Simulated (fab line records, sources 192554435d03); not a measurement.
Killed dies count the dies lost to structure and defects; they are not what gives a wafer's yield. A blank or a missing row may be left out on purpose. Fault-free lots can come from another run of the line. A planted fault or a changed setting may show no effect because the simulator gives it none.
Chamber matching ; flow n5-finfet ; N5_PMOS_HMC_CHANNEL_EPI_DESCUM_14 on rie-diel-01: 4 sister chambers
The step chemistry O2, time 7.9 s. 16 wafers are shown with their chamber, then 8 later ones without.

== WAFERS WITH THEIR CHAMBER ==
wafer;chamber;drypump-motor-current-A (A);showerhead-plenum-p-Torr (Torr);throttle-valve-pct (%)
L076.1;1;6.6;1.99;19.98
L076.4;3;6.6;2.20;20.61
L076.5;1;6.6;1.99;19.99
L080.1;1;6.6;1.99;20.00
L080.3;0;5.5;2.12;20.41
L080.6;1;6.6;1.99;20.01
L082.3;2;5.7;2.10;20.99
L082.4;1;6.6;1.99;20.00
L082.6;3;6.6;2.20;20.66
L083.2;2;5.7;2.10;20.98
L083.4;1;6.6;1.98;20.01
L083.6;2;5.7;2.10;21.00
L088.2;0;5.5;2.12;19.97
L088.4;3;6.6;2.19;20.67
L088.5;0;5.6;2.12;19.97
L089.1;1;6.6;1.98;20.05

SIGNATURES (averages over the wafers above)
reading;chamber 0;chamber 1;chamber 2;chamber 3;scatter within a chamber
drypump-motor-current-A;5.533;6.600;5.700;6.600;0.0236
showerhead-plenum-p-Torr;2.1200;1.9871;2.1000;2.1967;0.00418
throttle-valve-pct;20.1167;20.0057;20.9900;20.6467;0.106
Rule: a wafer's distance from a chamber is the root of the sum, over the readings, of the square of ((its reading less the chamber's mean) divided by the reading's scatter). If the next closest chamber is less than 2 further off than the closest, the wafer can't be placed; otherwise it belongs to the closest. The scatter: take each reading less its chamber's mean, square it, sum over the shown wafers, divide by the number of wafers less the number of chambers, and take the root.

== WAFERS WITHOUT THEIR CHAMBER ==
wafer;drypump-motor-current-A (A);showerhead-plenum-p-Torr (Torr);throttle-valve-pct (%)
L089.5;6.6;2.19;20.66
L089.6;5.6;2.12;19.98
L092.1;5.7;2.09;21.02
L092.3;6.6;1.98;20.05
L092.4;5.5;2.12;19.99
L095.3;5.7;2.09;21.04
L095.5;6.6;1.98;20.05
L095.6;5.7;2.09;21.02

== EACH ONE'S CHAMBER ==
wafer;from the rows above;in truth
L089.5;3;3
L089.6;0;0
L092.1;2;2
L092.3;1;1
L092.4;0;0
L095.3;2;2
L095.5;1;1
L095.6;2;2
Correctly placed: 8 of 8. Not placeable from these rows: 0. 0 placed wrongly.
